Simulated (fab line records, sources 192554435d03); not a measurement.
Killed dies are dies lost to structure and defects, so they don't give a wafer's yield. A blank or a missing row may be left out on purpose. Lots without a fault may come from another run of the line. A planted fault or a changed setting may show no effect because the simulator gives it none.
Which tool did it? | flow n5_finfet | 10 lots, 30 wafers sampled, at 2 steps of a route of 1938

WHAT THE GAUGES READ, wafer by wafer
N5_BEOL_M7_THK_MEAS_53: measures by xrf.
lot  | measured     | on            | M7_THK (nm)
L075 | day 10 02:40 | film_metro-01 | 79.7 79.7 78.8
L077 | day 10 15:38 | film_metro-01 | 80.8 79.4 75.8
L081 | day 11 18:01 | film_metro-02 | 80.0 83.2 80.1
L084 | day 12 01:27 | film_metro-02 | 76.2 77.6 75.1
L086 | day 12 12:05 | film_metro-02 | 79.7 81.3 80.8
L087 | day 13 19:45 | film_metro-01 | 83.0 78.7 81.3
L091 | day 14 01:42 | film_metro-02 | 80.4 82.6 84.6
L092 | day 14 22:44 | film_metro-02 | 81.4 83.2 81.3
L094 | day 15 04:26 | film_metro-01 | 80.5 80.8 79.9
L096 | day 15 07:14 | film_metro-02 | 80.4 80.3 79.3

WHICH TOOL RAN EACH LOT (tool, then ch and the chambers of the sampled wafers, then the start)
lot  | N5_BEOL_M7_ETCH_65
L075 | rie_diel-02 ch 1,2,3, day 10 00:10
L077 | rie_diel-02 ch 1,2,3, day 10 12:31
L081 | rie_diel-01 ch 1,2, day 11 13:23
L084 | rie_diel-02 ch 0,2,3, day 11 22:32
L086 | rie_diel-01 ch 2,3, day 12 09:15
L087 | rie_diel-04 ch 1,2,3, day 13 15:08
L091 | rie_diel-02 ch 1,2, day 13 22:08
L092 | rie_diel-04 ch 1,2,3, day 14 19:44
L094 | rie_diel-01 ch 0,2, day 15 01:35
L096 | rie_diel-02 ch 1,2, day 15 03:46
- N5_BEOL_M7_ETCH_65: etches SiARC in CF4, target depth 15.6 nm, time 26 s.

THE ANSWER, worked out from the rows above alone
Rule: what is usual is taken from the lots themselves. Put in order of their means at a reading, lots are off if they are a third of the lots or fewer, leave a main group of 4 or more, and stand apart from it by a gap of 3 or more times the standard deviation of the main group's means; of several such gaps the widest counts. A main group whose means are all the same, to the digits that the tables above print for the reading, isn't used. A lot without any number at a reading at which 4 lots or more have one is off too. The other lots that the step has rows for count as sound.
No lot is off at any reading shown: from this, nothing can be told.

WHAT THE SIMULATOR HAD PUT IN
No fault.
